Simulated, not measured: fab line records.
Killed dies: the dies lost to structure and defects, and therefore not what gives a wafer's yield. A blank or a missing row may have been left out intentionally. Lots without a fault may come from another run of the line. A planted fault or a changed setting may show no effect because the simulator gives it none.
Split-lot study / flow n5Finfet / 7 lots, 39 wafers read, on a route of 1938 steps

== THE SPLIT ==
At N5_BEOL_M1_PECVD_72 (deposits SiO2 from TEOS/O2, target thk 16 nm, time 18 s), the setting timeS was moved away from the recipe's 18 s on 15 of the 39 wafers read, by -54.2% to +54.2%. All remaining wafers had this setting at the recipe value.

Reading taken at the split's own step.

== THE READING ==
SiO2_of_BEOL_M1_PECVD_72.thkNm (the simulator's own value, which no gauge read), in nm, at N5_BEOL_M1_PECVD_72 (deposits SiO2 from TEOS/O2, target thk 16 nm, time 18 s). The file gives no usual value for it. Here, 24 wafers ran the recipe; their average is 15.9 nm with a standard deviation of 0.24 nm.

wafer=L075.1; tool, chamber at the split=pecvd-04, 2; timeS as run, s=18; against the recipe=recipe; SiO2_of_BEOL_M1_PECVD_72.thkNm, nm=15.8; against lot-mates on the recipe=-
wafer=L075.2; tool, chamber at the split=pecvd-04, 1,0,2,1; timeS as run, s=18; against the recipe=recipe; SiO2_of_BEOL_M1_PECVD_72.thkNm, nm=16.2; against lot-mates on the recipe=-
wafer=L075.3; tool, chamber at the split=pecvd-04, 1,0,2,1; timeS as run, s=18; against the recipe=recipe; SiO2_of_BEOL_M1_PECVD_72.thkNm, nm=16.2; against lot-mates on the recipe=-
wafer=L075.4; tool, chamber at the split=pecvd-04, 1,0,2,1; timeS as run, s=18; against the recipe=recipe; SiO2_of_BEOL_M1_PECVD_72.thkNm, nm=16.2; against lot-mates on the recipe=-
wafer=L075.6; tool, chamber at the split=pecvd-04, 1,0,2,1; timeS as run, s=18; against the recipe=recipe; SiO2_of_BEOL_M1_PECVD_72.thkNm, nm=16.2; against lot-mates on the recipe=-
wafer=L075.5; tool, chamber at the split=pecvd-04, 0; timeS as run, s=18; against the recipe=recipe; SiO2_of_BEOL_M1_PECVD_72.thkNm, nm=16.4; against lot-mates on the recipe=-
wafer=L076.1; tool, chamber at the split=pecvd-04, 1; timeS as run, s=18; against the recipe=recipe; SiO2_of_BEOL_M1_PECVD_72.thkNm, nm=15.8; against lot-mates on the recipe=-
wafer=L076.2; tool, chamber at the split=pecvd-04, 2; timeS as run, s=15.28; against the recipe=-15.1%; SiO2_of_BEOL_M1_PECVD_72.thkNm, nm=13.4; against lot-mates on the recipe=-2.4
wafer=L076.6; tool, chamber at the split=pecvd-04, 2; timeS as run, s=15.28; against the recipe=-15.1%; SiO2_of_BEOL_M1_PECVD_72.thkNm, nm=13.4; against lot-mates on the recipe=-2.4
wafer=L076.3; tool, chamber at the split=pecvd-04, 0; timeS as run, s=18; against the recipe=recipe; SiO2_of_BEOL_M1_PECVD_72.thkNm, nm=15.6; against lot-mates on the recipe=-
wafer=L076.4; tool, chamber at the split=pecvd-04, 1; timeS as run, s=15.28; against the recipe=-15.1%; SiO2_of_BEOL_M1_PECVD_72.thkNm, nm=13.6; against lot-mates on the recipe=-2.2
wafer=L076.5; tool, chamber at the split=pecvd-04, 0; timeS as run, s=18; against the recipe=recipe; SiO2_of_BEOL_M1_PECVD_72.thkNm, nm=16; against lot-mates on the recipe=-
wafer=L078.1; tool, chamber at the split=pecvd-02, 0,2; timeS as run, s=18; against the recipe=recipe; SiO2_of_BEOL_M1_PECVD_72.thkNm, nm=15.8; against lot-mates on the recipe=-
wafer=L078.2; tool, chamber at the split=pecvd-02, 0,2; timeS as run, s=18; against the recipe=recipe; SiO2_of_BEOL_M1_PECVD_72.thkNm, nm=15.8; against lot-mates on the recipe=-
wafer=L078.3; tool, chamber at the split=pecvd-02, 1; timeS as run, s=13.86; against the recipe=-23.0%; SiO2_of_BEOL_M1_PECVD_72.thkNm, nm=11.8; against lot-mates on the recipe=-4.1
wafer=L078.4; tool, chamber at the split=pecvd-02, 2; timeS as run, s=13.86; against the recipe=-23.0%; SiO2_of_BEOL_M1_PECVD_72.thkNm, nm=12.4; against lot-mates on the recipe=-3.5
wafer=L078.5; tool, chamber at the split=pecvd-02, 0; timeS as run, s=18; against the recipe=recipe; SiO2_of_BEOL_M1_PECVD_72.thkNm, nm=16.2; against lot-mates on the recipe=-
wafer=L078.6; tool, chamber at the split=pecvd-02, 1; timeS as run, s=13.86; against the recipe=-23.0%; SiO2_of_BEOL_M1_PECVD_72.thkNm, nm=12; against lot-mates on the recipe=-3.9
wafer=L087.3; tool, chamber at the split=pecvd-02, 0,0,2; timeS as run, s=18; against the recipe=recipe; SiO2_of_BEOL_M1_PECVD_72.thkNm, nm=15.8; against lot-mates on the recipe=-
wafer=L087.4; tool, chamber at the split=pecvd-02, 0,0,2; timeS as run, s=18; against the recipe=recipe; SiO2_of_BEOL_M1_PECVD_72.thkNm, nm=15.8; against lot-mates on the recipe=-
wafer=L087.6; tool, chamber at the split=pecvd-02, 0,0,2; timeS as run, s=18; against the recipe=recipe; SiO2_of_BEOL_M1_PECVD_72.thkNm, nm=15.8; against lot-mates on the recipe=-
wafer=L088.1; tool, chamber at the split=pecvd-01, 2; timeS as run, s=18; against the recipe=recipe; SiO2_of_BEOL_M1_PECVD_72.thkNm, nm=15.8; against lot-mates on the recipe=-
wafer=L088.2; tool, chamber at the split=pecvd-01, 1,0; timeS as run, s=27.75; against the recipe=+54.2%; SiO2_of_BEOL_M1_PECVD_72.thkNm, nm=24.2; against lot-mates on the recipe=+8.3
wafer=L088.5; tool, chamber at the split=pecvd-01, 1,0; timeS as run, s=27.75; against the recipe=+54.2%; SiO2_of_BEOL_M1_PECVD_72.thkNm, nm=24.2; against lot-mates on the recipe=+8.3
wafer=L088.3; tool, chamber at the split=pecvd-01, 0; timeS as run, s=18; against the recipe=recipe; SiO2_of_BEOL_M1_PECVD_72.thkNm, nm=15.6; against lot-mates on the recipe=-
wafer=L088.4; tool, chamber at the split=pecvd-01, 2; timeS as run, s=27.75; against the recipe=+54.2%; SiO2_of_BEOL_M1_PECVD_72.thkNm, nm=24.4; against lot-mates on the recipe=+8.5
wafer=L088.6; tool, chamber at the split=pecvd-01, 1; timeS as run, s=18; against the recipe=recipe; SiO2_of_BEOL_M1_PECVD_72.thkNm, nm=16.2; against lot-mates on the recipe=-
wafer=L090.1; tool, chamber at the split=pecvd-04, 1; timeS as run, s=18; against the recipe=recipe; SiO2_of_BEOL_M1_PECVD_72.thkNm, nm=15.6; against lot-mates on the recipe=-
wafer=L090.2; tool, chamber at the split=pecvd-04, 2; timeS as run, s=8.672; against the recipe=-51.8%; SiO2_of_BEOL_M1_PECVD_72.thkNm, nm=7.4; against lot-mates on the recipe=-8.3
wafer=L090.3; tool, chamber at the split=pecvd-04, 0,2; timeS as run, s=18; against the recipe=recipe; SiO2_of_BEOL_M1_PECVD_72.thkNm, nm=15.8; against lot-mates on the recipe=-
wafer=L090.6; tool, chamber at the split=pecvd-04, 0,2; timeS as run, s=18; against the recipe=recipe; SiO2_of_BEOL_M1_PECVD_72.thkNm, nm=15.8; against lot-mates on the recipe=-
wafer=L090.4; tool, chamber at the split=pecvd-04, 0,1; timeS as run, s=8.672; against the recipe=-51.8%; SiO2_of_BEOL_M1_PECVD_72.thkNm, nm=7.8; against lot-mates on the recipe=-7.9
wafer=L090.5; tool, chamber at the split=pecvd-04, 0,1; timeS as run, s=8.672; against the recipe=-51.8%; SiO2_of_BEOL_M1_PECVD_72.thkNm, nm=7.8; against lot-mates on the recipe=-7.9
wafer=L093.1; tool, chamber at the split=pecvd-02, 0; timeS as run, s=18; against the recipe=recipe; SiO2_of_BEOL_M1_PECVD_72.thkNm, nm=15.6; against lot-mates on the recipe=-
wafer=L093.2; tool, chamber at the split=pecvd-02, 1; timeS as run, s=8.24; against the recipe=-54.2%; SiO2_of_BEOL_M1_PECVD_72.thkNm, nm=6.8; against lot-mates on the recipe=-9.1
wafer=L093.3; tool, chamber at the split=pecvd-02, 2; timeS as run, s=18; against the recipe=recipe; SiO2_of_BEOL_M1_PECVD_72.thkNm, nm=16.2; against lot-mates on the recipe=-
wafer=L093.4; tool, chamber at the split=pecvd-02, 2; timeS as run, s=8.24; against the recipe=-54.2%; SiO2_of_BEOL_M1_PECVD_72.thkNm, nm=7.6; against lot-mates on the recipe=-8.3
wafer=L093.5; tool, chamber at the split=pecvd-02, 1; timeS as run, s=18; against the recipe=recipe; SiO2_of_BEOL_M1_PECVD_72.thkNm, nm=16; against lot-mates on the recipe=-
wafer=L093.6; tool, chamber at the split=pecvd-02, 0; timeS as run, s=8.24; against the recipe=-54.2%; SiO2_of_BEOL_M1_PECVD_72.thkNm, nm=7.4; against lot-mates on the recipe=-8.5
Rows listing several chambers each stand for several wafers; the file does not say which wafer went through which chamber.

THE FIT
A straight line over all 39 wafers: SiO2_of_BEOL_M1_PECVD_72.thkNm changes by +0.158 nm for each +1% of timeS; r = +1.00; the points scatter about the line by 0.25 nm.
The same after taking each lot's own level away (the mean of its wafers on the recipe; 39 wafers): +0.157 nm for each +1%; r = +1.00; scatter 0.22 nm.
According to that fit, moving timeS by its largest amount changes the reading by 8.5 nm.
The span of the lots' own levels, 15.73 to 16.17 nm, comes to 1.8 times the standard deviation stated above.
Hence the lot-to-lot level has little effect on the slope; both slopes agree.
Check: -8.48 nm against its lot-mates is what the line predicts for one of the wafers moved furthest among these (-54.2%) when that wafer is left out of the fit. It came out at -9.13 nm against them.

== FURTHER SPLITS ON THESE WAFERS ==
Before the reading, these wafers also passed through other splits. Each is held against what the fit with the lots' levels taken away leaves over:
other split on the same wafers=N5_FIN_CUT_CUT_ETCH_15 targetDepthA; wafers away from the commonest value=12; r with SiO2_of_BEOL_M1_PECVD_72.thkNm (lot level and that fit taken away)=+0.12
other split on the same wafers=N5_SD_EPI_N_EPI_21 epiGrowthTimeS; wafers away from the commonest value=9; r with SiO2_of_BEOL_M1_PECVD_72.thkNm (lot level and that fit taken away)=+0.04
other split on the same wafers=N5_SDB_ALD_29 aldCycles; wafers away from the commonest value=9; r with SiO2_of_BEOL_M1_PECVD_72.thkNm (lot level and that fit taken away)=-0.10
other split on the same wafers=N5_MOL_CONTACT_COAG_ETCHBACK_135 timeS; wafers away from the commonest value=15; r with SiO2_of_BEOL_M1_PECVD_72.thkNm (lot level and that fit taken away)=-0.20

== FILE'S OWN FIT ==
SiO2_of_BEOL_M1_PECVD_72.thkNm changes by +0.157 nm for each +1% of timeS, r = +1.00.
